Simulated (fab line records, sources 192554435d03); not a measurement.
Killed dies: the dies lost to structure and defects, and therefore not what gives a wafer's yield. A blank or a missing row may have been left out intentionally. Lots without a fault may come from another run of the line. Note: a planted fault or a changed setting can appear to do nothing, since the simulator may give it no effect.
Matching of chambers :: flow n5-finfet :: N5_BEOL_M12_TRENCH_ETCH_34 on rie-diel-06: 4 sister chambers
The step etches SiOC in C4F8/O2/Ar, target depth 318.95 nm, time 125.5 s. 4 wafers are shown with their chamber, then 8 later ones without.

## WAFERS WITH THEIR CHAMBER
wafer: L084.1
chamber: 1
showerhead-plenum-p-Torr (Torr): 3.61

wafer: L084.2
chamber: 2
showerhead-plenum-p-Torr (Torr): 3.44

wafer: L084.3
chamber: 3
showerhead-plenum-p-Torr (Torr): 3.35

wafer: L088.2
chamber: 0
showerhead-plenum-p-Torr (Torr): 3.23

## WAFERS WHOSE CHAMBER IS MISSING
wafer: L088.3
showerhead-plenum-p-Torr (Torr): 3.34

wafer: L088.6
showerhead-plenum-p-Torr (Torr): 3.43

wafer: L089.1
showerhead-plenum-p-Torr (Torr): 3.60

wafer: L089.2
showerhead-plenum-p-Torr (Torr): 3.22

wafer: L089.5
showerhead-plenum-p-Torr (Torr): 3.43

wafer: L096.2
showerhead-plenum-p-Torr (Torr): 3.33

wafer: L096.3
showerhead-plenum-p-Torr (Torr): 3.42

wafer: L096.5
showerhead-plenum-p-Torr (Torr): 3.22

## WHICH CHAMBER EACH ONE RAN IN
wafer: L088.3
from the rows above: 3
in truth: 3

wafer: L088.6
from the rows above: 2
in truth: 2

wafer: L089.1
from the rows above: 1
in truth: 1

wafer: L089.2
from the rows above: 0
in truth: 0

wafer: L089.5
from the rows above: 2
in truth: 2

wafer: L096.2
from the rows above: 3
in truth: 3

wafer: L096.3
from the rows above: 2
in truth: 2

wafer: L096.5
from the rows above: 0
in truth: 0
Correctly placed: 8 of 8. Not placeable from these rows: 0. Wrongly placed: 0.
How it was worked out, from the rows above alone: a wafer's distance from a chamber is the root of the sum, over the readings, of the square of ((its reading less the chamber's mean) divided by the reading's scatter). If the next closest chamber is less than 2 further off than the closest, the wafer can't be placed; otherwise it belongs to the closest. For every chamber, the mean is computed from those of its wafers that are shown. The scatter (one wafer shown for each chamber): square how far every hidden wafer sits from the nearest shown wafer, average those squares and take the square root.
